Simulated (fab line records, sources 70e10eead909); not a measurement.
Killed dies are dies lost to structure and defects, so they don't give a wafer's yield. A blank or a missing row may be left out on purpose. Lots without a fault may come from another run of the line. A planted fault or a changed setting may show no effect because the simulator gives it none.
Which tool did it? | flow nand_harc | 6 lots, 18 wafers sampled, at 5 steps of a route of 1302

WHAT THE GAUGES READ, wafer by wafer
NHARC_END_SORT_01.
lot | measured | on | killed_at_array

WHICH TOOL RAN EACH LOT (tool, then ch and the chambers of the sampled wafers, then the start)
lot  | NHARC_A_STAIRCASE_STRIP_275         | NHARC_THIN_TSV_ETCH_44             | NHARC_THIN_TSV_STRIP_62              | NHARC_THIN_TSV_STRIP_56
L977 | wet_bench-06 ch 0,6,7, day 17 20:12 | rie_diel-13 ch 0,3, day 25 00:34   | plasma_asher-01 ch 0,1, day 25 02:55 | plasma_asher-01 ch 0, day 25 06:46
L980 | wet_bench-01 ch 0,1,2, day 18 10:52 | rie_diel-05 ch 0,3, day 25 20:29   | plasma_asher-01 ch 0,1, day 25 22:51 | plasma_asher-01 ch 0,1, day 26 02:46
L983 | wet_bench-06 ch 1,3,6, day 20 07:40 | rie_diel-05 ch 0,2, day 27 08:53   | plasma_asher-01 ch 0,1, day 27 11:16 | plasma_asher-01 ch 0,1, day 27 15:13
L986 | wet_bench-06 ch 1,3,5, day 21 06:09 | rie_diel-13 ch 0,2,3, day 28 04:53 | plasma_asher-01 ch 0,1, day 28 07:20 | plasma_asher-01 ch 1, day 28 11:14
L988 | wet_bench-06 ch 0,2,4, day 22 12:02 | rie_diel-05 ch 0,1, day 29 16:27   | plasma_asher-01 ch 0,1, day 29 18:50 | plasma_asher-01 ch 0,1, day 29 22:50
L990 | wet_bench-02 ch 3,4,6, day 22 22:28 | rie_diel-05 ch 1,2, day 30 00:29   | plasma_asher-02 ch 0,1, day 30 02:54 | plasma_asher-01 ch 0,1, day 30 06:52
- NHARC_A_STAIRCASE_STRIP_275: strips in SPM, time 900 s.
- NHARC_THIN_TSV_ETCH_44: etches the open film in CF4/O2, target depth 1594.2 nm, time 797.1 s.
- NHARC_THIN_TSV_STRIP_62: strips in N2/H2, time 20 s.
- NHARC_THIN_TSV_STRIP_56: strips in O2.

THE ANSWER, worked out from the rows above alone
Rule: what is usual is taken from the lots themselves. Put in order of their means at a reading, lots are off if they are a third of the lots or fewer, leave a main group of 4 or more, and stand apart from it by a gap of 3 or more times the standard deviation of the main group's means; of several such gaps the widest counts. A main group whose means are all the same, to the digits that the tables above print for the reading, isn't used. A lot without any number at a reading at which 4 lots or more have one is off too. The other lots that the step has rows for count as sound.
No lot is off at any reading shown: from this, nothing can be told.

WHAT THE SIMULATOR HAD PUT IN
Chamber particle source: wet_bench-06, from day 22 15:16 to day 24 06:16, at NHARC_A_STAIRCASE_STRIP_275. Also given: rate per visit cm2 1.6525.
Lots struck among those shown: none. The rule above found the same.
